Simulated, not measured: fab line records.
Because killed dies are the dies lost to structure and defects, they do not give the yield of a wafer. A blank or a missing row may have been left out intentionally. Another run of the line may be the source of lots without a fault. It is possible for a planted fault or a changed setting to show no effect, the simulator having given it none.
Chamber matching ; flow nand harc ; NHARC_A_STAIRCASE_DEP_156 on pecvd-03 has 3 sister chambers
The step deposits SiNx, target thk 50 nm. 14 wafers are shown with their chamber, then 7 later ones without.

EACH WAFER AND ITS CHAMBER
wafer;chamber;heater power w (W)
L963.2;2;760
L963.5;2;739
L963.6;1;751
L962.2;0;664
L962.3;1;807
L962.6;1;794
L965.2;1;693
L965.5;2;726
L965.6;0;714
L966.2;0;792
L966.5;2;724
L966.6;1;790
L970.1;2;796
L970.4;0;837

SIGNATURES, as means of the wafers listed above
reading;chamber 0;chamber 1;chamber 2;scatter within a chamber
heater power w;751.75;767.00;749.00;52.4
Rule: distance of a wafer from a chamber = root of the sum over the readings of ((wafer's reading minus chamber's mean) / reading's scatter) squared. The wafer belongs to the nearest chamber; if the next one is less than 2 further off, it can't be placed. The scatter: take each reading less its chamber's mean, square it, sum over the shown wafers, divide by the number of wafers less the number of chambers, and take the root.

WAFERS WITH NO CHAMBER GIVEN
wafer;heater power w (W)
L970.5;823
L975.2;716
L975.5;721
L975.6;711
L980.1;815
L980.5;831
L980.6;725

THE CHAMBER EACH PASSED THROUGH
wafer;from the rows above;in truth
L970.5;can't be placed: 1 or 0 or 2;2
L975.2;can't be placed: 2 or 0 or 1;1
L975.5;can't be placed: 2 or 0 or 1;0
L975.6;can't be placed: 2 or 0 or 1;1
L980.1;can't be placed: 1 or 0 or 2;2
L980.5;can't be placed: 1 or 0 or 2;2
L980.6;can't be placed: 2 or 0 or 1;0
Correct placement for 0 of the 7. Cannot be placed on the basis of these rows: 7; the candidates contain the true chamber in 7. 0 placed wrongly.
